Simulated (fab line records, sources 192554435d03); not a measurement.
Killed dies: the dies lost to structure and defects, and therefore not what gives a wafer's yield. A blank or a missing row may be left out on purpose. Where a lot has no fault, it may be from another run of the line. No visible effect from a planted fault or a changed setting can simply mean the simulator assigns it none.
A lot that was struck, set against a sound lot -- flow n5-finfet -- 15 out of 1938 route steps
Sound: the wafers L141.1, L141.2, L141.5. Struck: wafer L150.5. (L150.1 of the same lot was not struck and is left out.) The cause comes at the end.
Order at every step that has rows: each side's tool, ch and its chambers, its first start. Under that, the readings that differ: sound wafers -- struck wafers -- difference of the means -- sigmas: that difference in standard deviations of wafers without a fault.
alike: readings whose means differ by less than 2 such deviations, and words and numbers that are the same on both sides. not compared: withheld readings, readings that some wafer has no value for, bounds like >300 that may hide the same value, and numbers for which the record gives no deviation and whose values overlap.
Wherever a step has rows on one side only, a row that says differs or no value, or a row with sigmas, the two part there. Numbers that have no deviation but don't overlap get no sigmas and don't part them. A reading that every wafer of one side lacks parts them only if that side has two wafers or more.

first, 7 steps without rows for these wafers: N5_HKMG_FIN_COAT_30 (time 60 s, resist thk 35 nm); N5_HKMG_FIN_COAT_06 (resist thk 90 nm); N5_HKMG_FIN_EBR_08; N5_HKMG_FIN_SOFTBAKE_07 (time 60 s); N5_HKMG_FIN_EXPOSE_09 (exposes mask NWFM); N5_HKMG_FIN_PEB_10 (peb time 60 s); N5_HKMG_FIN_DEVELOP_11 (develop time 30 s).
N5_HKMG_FIN_CD_MEAS_12: the cd target is 92.8 nm.
  sound on cd-sem-03 ch 0, day 4 19:22; struck on cd-sem-01 ch 0, day 7 04:02
reading,sound,struck,difference,sigmas
cd-nm (nm),92.1 93.0 92.0,93.6,+1.2,+2
N5_HKMG_FIN_OVL_MEAS_13:
  sound on overlay-02 ch 0, day 4 19:23; struck on overlay-01 ch 0, day 7 04:04
  alike: NWFM_OVL
N5_HKMG_FIN_INSPECT_14: inspects for defects (macro).
  struck on defect-inspect-01, day 7 04:06; sound on defect-inspect-01, day 4 19:25
  alike: raw-defect-count
N5_HKMG_FIN_DESCUM_17: chemistry O2, time 7.9 s.
  sound on rie-diel-03 ch 1,2,3, day 4 19:27; struck on rie-diel-03 ch 0, day 7 04:13
  alike: drypump-motor-current-A, oes-product-au, rf-vpp-V, showerhead-plenum-p-Torr, throttle-valve-pct
  not compared: rf-hours-counter-h
N5_HKMG_FIN_ETCH_31: etches SiARC in CF4, target depth 45.5 nm, time 75.8 s.
  sound on rie-diel-03 ch 1,2,3, day 4 19:29; struck on rie-diel-03 ch 0, day 7 04:14
  alike: drypump-motor-current-A, etch-rf-on-time-s, oes-product-au, rf-vpp-V, showerhead-plenum-p-Torr, throttle-valve-pct
  not compared: rf-hours-counter-h
N5_HKMG_FIN_ETCH_32: etches SOC in N2/H2, target depth 240 nm, time 300 s.
  sound on rie-diel-03 ch 1,2,3, day 4 19:32; struck on rie-diel-03 ch 0, day 7 04:18
reading,sound,struck,difference,sigmas
h2-flow-sccm (sccm),199.5 200.1 200.1,198.4,-1.5,-3
model.HKMG_FIN.feature-depth-nm (nm),227.2 236.4 236.8,183.6,-49.9,
model.etch.depth-nm (nm),227.3 236.4 236.8,183.6,-49.9,
model.SiARC_of_HKMG_FIN_COAT_30.thk-nm (nm),21.8 21.2 21,24.6,+3.3,
  alike: drypump-motor-current-A, n2-flow-sccm, oes-product-au, rf-vpp-V, showerhead-plenum-p-Torr, throttle-valve-pct
  not compared: rf-hours-counter-h
then, 1 step without rows for these wafers: N5_HKMG_FIN_STRIP_33 (strips in N2/H2).
-- the record jumps here: 4 days lie between the struck wafers' starts before and after (it left off in module HKMG_FIN and takes up again in module BEOL_M4, whose first step shown is number 1111 of the route) --
N5_BEOL_M4_RC_MEAS_101:
  sound on prober-02 ch 0, day 8 17:53; struck on prober-01 ch 0, day 10 23:35
reading,sound,struck,difference,sigmas
IOFF_N (nA/um),0.139 0.190 0.194,0.225,+0.051,+2
IOFF_P (nA/um),0.17 0.22 0.22,0.28,+0.08,+2
SS_N (mV/dec),70.5 71.5 72.1,72.7,+1.3,+3
  alike: DIBL_N, DIBL_P, ION_N, ION_P, SS_P, VT_N, VT_P

## WHERE THEY PART
Earliest at N5_HKMG_FIN_CD_MEAS_12; latest, in this record, at N5_BEOL_M4_RC_MEAS_101.

WHY: the cause the simulator had injected
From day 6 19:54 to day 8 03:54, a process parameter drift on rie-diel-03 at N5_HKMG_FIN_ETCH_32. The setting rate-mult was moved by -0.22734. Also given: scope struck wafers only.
